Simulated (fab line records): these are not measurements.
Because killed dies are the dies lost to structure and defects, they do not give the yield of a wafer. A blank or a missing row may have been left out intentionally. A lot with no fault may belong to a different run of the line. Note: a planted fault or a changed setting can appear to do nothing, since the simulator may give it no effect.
Chamber matching	flow n5Finfet	N5_HKMG_FIN_ALD_74 on aldHk-01: 4 sister chambers
The step deposits La2O3, target thk 0.5 nm, pulse time 6 s, co reactant pulse time 1 s. 8 wafers are shown with their chamber, then 8 later ones without.

== WAFERS PAIRED WITH THEIR CHAMBERS ==
wafer	chamber	heaterPowerOuterW (W)	heaterPowerW (W)
L084.4	3	197	348
L085.2	0	214	380
L085.3	1	166	294
L085.4	2	203	356
L090.2	2	202	370
L090.4	1	163	304
L090.6	0	223	387
L093.2	3	191	346

== WAFERS WITHOUT THEIR CHAMBER ==
wafer	heaterPowerOuterW (W)	heaterPowerW (W)
L093.4	204	365
L093.5	212	388
L094.3	218	378
L094.4	193	351
L094.5	195	348
L097.2	196	358
L097.3	163	297
L097.5	216	376

== WHICH CHAMBER EACH ONE RAN IN ==
wafer	from the rows above	in truth
L093.4	2	2
L093.5	0	0
L094.3	0	0
L094.4	3	3
L094.5	3	3
L097.2	can't be placed: 3 or 2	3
L097.3	1	1
L097.5	0	0
Correctly placed: 7 of 8. Unplaceable from these rows: 1, with the true chamber sitting among the candidates in 1. Number placed wrongly: 0.
How it was worked out, from the rows above alone: a wafer's distance from a chamber is the root of the sum, over the readings, of the square of ((its reading less the chamber's mean) divided by the reading's scatter). If the next closest chamber is less than 2 further off than the closest, the wafer can't be placed; otherwise it belongs to the closest. Each chamber's mean is taken over the wafers shown for it. The scatter: take each reading less its chamber's mean, square it, sum over the shown wafers, divide by the number of wafers less the number of chambers, and take the root.
